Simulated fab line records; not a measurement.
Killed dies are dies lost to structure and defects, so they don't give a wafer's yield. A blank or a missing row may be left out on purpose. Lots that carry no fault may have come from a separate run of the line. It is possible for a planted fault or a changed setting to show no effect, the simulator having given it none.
What tool caused it? | flow n5Finfet | 24 lots with 72 wafers sampled at 4 steps, on a route of 1938 steps

WHAT EACH GAUGE READ, for each wafer
N5_BEOL_M5_CD_MEAS_11: target cd 27.74 nm.
lot  | measured     | on       | cdNm (nm)
L074 | day 8 06:58  | cdSem-02 | 28.22 28.66 28.19
L075 | day 8 13:25  | cdSem-01 | 28.11 28.33 28.34
L076 | day 9 00:34  | cdSem-02 | 27.55 27.97 28.05
L077 | day 9 03:47  | cdSem-03 | 27.84 27.90 27.80
L078 | day 9 08:23  | cdSem-02 | 28.33 27.98 27.79
L079 | day 10 01:55 | cdSem-01 | 28.50 28.30 28.10
L081 | day 10 04:52 | cdSem-01 | 28.12 27.88 27.66
L080 | day 10 04:55 | cdSem-01 | 28.11 27.64 27.53
L082 | day 10 08:24 | cdSem-02 | 28.21 28.01 27.79
L083 | day 10 14:43 | cdSem-03 | 28.04 27.78 27.59
L084 | day 10 21:50 | cdSem-02 | 28.00 28.61 28.10
L085 | day 11 05:44 | cdSem-02 | 28.23 27.73 28.04
L086 | day 11 09:25 | cdSem-03 | 28.07 27.82 28.50
L087 | day 11 12:26 | cdSem-01 | 27.62 27.79 27.79
L089 | day 12 07:20 | cdSem-03 | 27.86 28.00 28.09
L088 | day 12 07:33 | cdSem-02 | 27.75 28.15 28.12
L090 | day 12 08:05 | cdSem-03 | 27.78 27.84 27.86
L093 | day 12 13:17 | cdSem-02 | 27.93 28.31 28.06
L091 | day 12 17:52 | cdSem-03 | 28.42 28.35 28.26
L094 | day 13 23:22 | cdSem-01 | 27.86 27.89 27.56
L096 | day 14 02:15 | cdSem-02 | 27.69 27.97 27.73
L092 | day 14 05:16 | cdSem-03 | 27.65 27.70 28.40
L095 | day 14 05:33 | cdSem-01 | 27.89 28.12 27.81
L097 | day 14 11:23 | cdSem-02 | 28.15 28.12 27.99

N5_BEOL_M5_OVL_MEAS_12.
lot  | measured     | on         | M5_OVL (nm)
L074 | day 8 07:00  | overlay-02 | 0.0 0.1 0.5
L075 | day 8 13:27  | overlay-02 | -1.5 -1.4 -0.2
L076 | day 9 00:39  | overlay-02 | -0.9 -0.8 -0.3
L077 | day 9 03:49  | overlay-02 | -1.3 -1.4 0.0
L078 | day 9 08:25  | overlay-02 | -0.1 -1.8 -1.1
L079 | day 10 01:56 | overlay-02 | 0.4 1.4 0.9
L081 | day 10 04:54 | overlay-02 | -0.9 -1.8 -1.1
L080 | day 10 04:59 | overlay-02 | -1.9 -0.7 -1.3
L082 | day 10 08:29 | overlay-02 | -1.0 -1.2 -0.1
L083 | day 10 14:45 | overlay-02 | 0.6 0.9 1.1
L084 | day 10 21:52 | overlay-02 | -0.7 0.6 0.6
L085 | day 11 05:46 | overlay-02 | -1.7 -1.5 -0.3
L086 | day 11 09:26 | overlay-02 | 0.6 1.8 1.4
L087 | day 11 12:28 | overlay-02 | -0.3 -0.8 -0.7
L089 | day 12 07:22 | overlay-01 | -0.5 -1.5 -1.4
L088 | day 12 07:35 | overlay-02 | 0.2 1.4 1.4
L090 | day 12 08:08 | overlay-02 | -1.0 -0.9 -1.6
L093 | day 12 13:19 | overlay-02 | 0.5 0.9 0.9
L091 | day 12 17:54 | overlay-01 | -1.0 -0.4 -0.6
L094 | day 13 23:24 | overlay-01 | 0.0 1.0 0.4
L096 | day 14 02:17 | overlay-02 | 0.2 1.7 1.0
L092 | day 14 05:17 | overlay-01 | -1.2 0.6 -1.4
L095 | day 14 05:35 | overlay-02 | -0.6 0.0 -0.2
L097 | day 14 11:26 | overlay-01 | 0.2 0.7 0.6

N5_BEOL_M5_OVL_MEAS_29.
lot  | measured     | on         | V4_OVL (nm)
L074 | day 8 10:10  | overlay-02 | -0.9 0.0 -0.6
L075 | day 8 14:46  | overlay-02 | -1.9 -0.1 -0.4
L076 | day 9 01:38  | overlay-02 | 0.0 -0.6 -1.0
L077 | day 9 04:47  | overlay-02 | -0.1 -0.3 -0.3
L078 | day 9 11:00  | overlay-02 | -0.7 0.2 0.1
L079 | day 10 04:26 | overlay-02 | 1.1 -0.1 0.1
L081 | day 10 07:23 | overlay-02 | -0.8 -0.2 -0.8
L080 | day 10 07:30 | overlay-02 | 0.0 0.4 0.4
L082 | day 10 10:50 | overlay-02 | -0.4 -0.2 -0.2
L083 | day 10 17:03 | overlay-02 | -1.7 -0.5 -1.1
L084 | day 11 00:11 | overlay-02 | -0.3 -0.6 1.1
L085 | day 11 09:01 | overlay-02 | -0.6 0.0 -0.8
L086 | day 11 10:59 | overlay-02 | -0.5 -0.3 0.1
L087 | day 11 13:34 | overlay-02 | -0.6 -1.2 -0.4
L089 | day 12 16:20 | overlay-02 | 0.0 0.1 -0.7
L088 | day 12 16:23 | overlay-01 | 1.1 0.8 0.8
L090 | day 12 16:26 | overlay-01 | 0.6 1.1 0.9
L093 | day 12 20:24 | overlay-02 | -0.4 -0.7 -1.2
L091 | day 13 02:04 | overlay-01 | -0.9 0.0 -0.9
L094 | day 14 01:03 | overlay-01 | -0.1 -0.8 -0.3
L096 | day 14 04:12 | overlay-02 | 0.2 -0.5 -0.3
L092 | day 14 11:04 | overlay-02 | 0.6 0.0 0.4
L095 | day 14 10:54 | overlay-01 | -1.2 -0.3 -1.1
L097 | day 14 18:27 | overlay-02 | -0.2 -0.6 -1.3

WHAT TOOL EACH LOT RAN ON (gives the tool, then ch and the chambers of the sampled wafers, and finally the start)
lot  | N5_BEOL_M4_ANNEAL_93
L074 | pvdSputter-02, day 7 23:56
L075 | pvdSputter-02, day 8 09:08
L076 | pvdSputter-02, day 8 18:59
L077 | pvdSputter-01, day 8 23:37
L078 | pvdSputter-02, day 9 04:06
L079 | pvdSputter-02, day 9 21:38
L081 | pvdSputter-01, day 10 00:07
L080 | pvdSputter-02, day 10 00:14
L082 | pvdSputter-03, day 10 03:47
L083 | pvdSputter-02, day 10 09:58
L084 | pvdSputter-02, day 10 17:07
L085 | pvdSputter-01, day 11 00:45
L086 | pvdSputter-03, day 11 03:23
L087 | pvdSputter-01, day 11 08:04
L089 | pvdSputter-03, day 12 02:28
L088 | pvdSputter-01, day 12 03:06
L090 | pvdSputter-02, day 12 03:32
L093 | pvdSputter-03, day 12 09:36
L091 | pvdSputter-03, day 12 14:16
L094 | pvdSputter-02, day 13 19:02
L096 | pvdSputter-01, day 13 22:05
L092 | pvdSputter-03, day 13 22:22
L095 | pvdSputter-01, day 14 01:05
L097 | pvdSputter-03, day 14 03:32
- N5_BEOL_M4_ANNEAL_93: time 240 s.

AS READ BY THE TOOLS THEMSELVES (means over the sampled wafers that have a number; for cases with no such wafer, the mark the record gives instead)
N5_BEOL_M4_ANNEAL_93.
lot  | tool          | heaterPowerW (W)
L074 | pvdSputter-02 | 793
L075 | pvdSputter-02 | 803
L076 | pvdSputter-02 | 808
L077 | pvdSputter-01 | 820
L078 | pvdSputter-02 | 840
L079 | pvdSputter-02 | 810
L081 | pvdSputter-01 | 764
L080 | pvdSputter-02 | 769
L082 | pvdSputter-03 | 968
L083 | pvdSputter-02 | 801
L084 | pvdSputter-02 | 778
L085 | pvdSputter-01 | 835
L086 | pvdSputter-03 | 887
L087 | pvdSputter-01 | 802
L089 | pvdSputter-03 | 898
L088 | pvdSputter-01 | 891
L090 | pvdSputter-02 | 754
L093 | pvdSputter-03 | 932
L091 | pvdSputter-03 | 796
L094 | pvdSputter-02 | 779
L096 | pvdSputter-01 | 778
L092 | pvdSputter-03 | 961
L095 | pvdSputter-01 | 855
L097 | pvdSputter-03 | 805

THE ANSWER, worked out from the rows above alone
Rule: usual is defined by the lots themselves. Put in order of their means at a reading, lots are off if they are a third of the lots or fewer, leave a main group of 4 or more, and stand apart from it by a gap of 3 or more times the standard deviation of the main group's means; of several such gaps the widest counts. A main group is skipped when, at the precision printed for the reading in the tables above, its means are all equal. Also off: a lot with no number at a reading for which 4 or more lots have one. Any other lot the step has rows for is counted as sound. The gauges are gone through in route order, then the tools' own readings, and for those a lot's mean is taken as printed above. At the first step where some lot is off, the reading lying furthest off is the one used; lots without a number count as furthest.
Nothing can be told from this: no lot is off at any reading shown.

WHAT WAS PUT IN BY THE SIMULATOR
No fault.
